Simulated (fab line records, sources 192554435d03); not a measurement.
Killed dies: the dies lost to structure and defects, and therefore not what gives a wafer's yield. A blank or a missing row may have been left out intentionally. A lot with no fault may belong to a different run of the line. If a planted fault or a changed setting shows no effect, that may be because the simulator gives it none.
Problem report in the 8D (eight disciplines) form, filled by code | flow n5 finfet | the parts of the form that need people (team, actions taken, sign-off) are left out

1. THE ISSUE
Mean of plate temp C at N5_BEOL_M5_COAT_74: 203.02 C over 3 wafers from 1 lot, against 205.00 C (standard deviation 0.15) on wafers with no fault. Measured from the usual mean, that is -13 standard deviations.
The step: time 60 s, resist thk 5 nm.
First observed at day 11 09:20: wafer L752.4, on litho track-05. The record holds 33 wafers of 12 lots with a number at this step. The rule behind "out" and "out of limits": a value lying over 4 standard deviations away from the usual mean. The rest of the wafers with a number are treated as sound.

2. WHAT IT IS, AND WHAT IT ISN'T
question                    | is                     | is not
which readings at this step | plate temp C           | -
which lots                  | L752                   | L742, L744, L745, L748, L749, L754, L760, L761, L763, L764, L765
which wafers of those lots  | all that have a number | -
read on which tools         | litho track-05         | litho track-01, litho track-04
when                        | from day 11 09:20      | up to then (13 sound wafers); but 17 sound wafers of L754, L760, L761, L763, L764, L765 came after

3. SUSPECTS, AND WHAT RULES EACH OUT
Counting: a tool at any process step up to the reading remains a suspect when it ran all the lots that are out and ran no sound lot after the first of those.
- rtp anneal-01 at N5_BEOL_M4_ANNEAL_51 (time 90 s): ruled out as a lasting fault. Sound lots L764 ran on it after its first lot that is out, L752 (day 11 05:01).
- cmp-03 at N5_BEOL_M4_CMP_52 (polishes, stops on SiOC, t overpolish 6.8 s, target thk 40 nm): ruled out as a lasting fault. Sound lots L761, L763, L765 ran on it after its first lot that is out, L752 (day 11 05:18).
- rie diel-03 at N5_BEOL_M5_STRIP_64 (strips in CF4): ruled out as a lasting fault. Sound lots L754, L761, L764 ran on it after its first lot that is out, L752 (day 11 08:29).
- litho track-05 at N5_BEOL_M5_COAT_74 (time 60 s, resist thk 5 nm): kept. It ran the lot that is out, L752 (day 11 09:20), and no sound lot after that; its last sound lot up to then is L745 (day 9 08:27). Its own plate temp C readings are out on those wafers.
After counting, what remains is litho track-05 at N5_BEOL_M5_COAT_74.

4. THE CAUSE (what the simulator had put in)
Drift in process parameters on litho track-05 at N5_BEOL_M5_COAT_74, starting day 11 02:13. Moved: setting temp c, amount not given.
The count eliminated every tool but this one.

5. THE EFFECT CHAIN, in route order
One row per reading whose mean, taken over the struck wafers that have a number, lies over 3 standard deviations from the usual. Only readings for which the record gives a usual standard deviation are gone through. hours: the time from each lot's start at the first step in this table that gives one to its start at this step, as a median over the lots. sigmas: the change in usual standard deviations.
hours | step               | reading              | usual    | on struck wafers | change | sigmas
0     | N5_BEOL_M5_COAT_74 | heater power total W | 391.7 W  | 386.5            | -5.2   | -4.0
0     | N5_BEOL_M5_COAT_74 | plate temp C         | 205.00 C | 203.02           | -1.98  | -13
Here are the process steps it includes:
- N5_BEOL_M5_COAT_74: time 60 s, resist thk 5 nm.

6. HOW IT WOULD HAVE BEEN CAUGHT EARLIER
In this record no reading fell out of limits until day 11 09:20, 7 hours after the fault had begun at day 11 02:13.
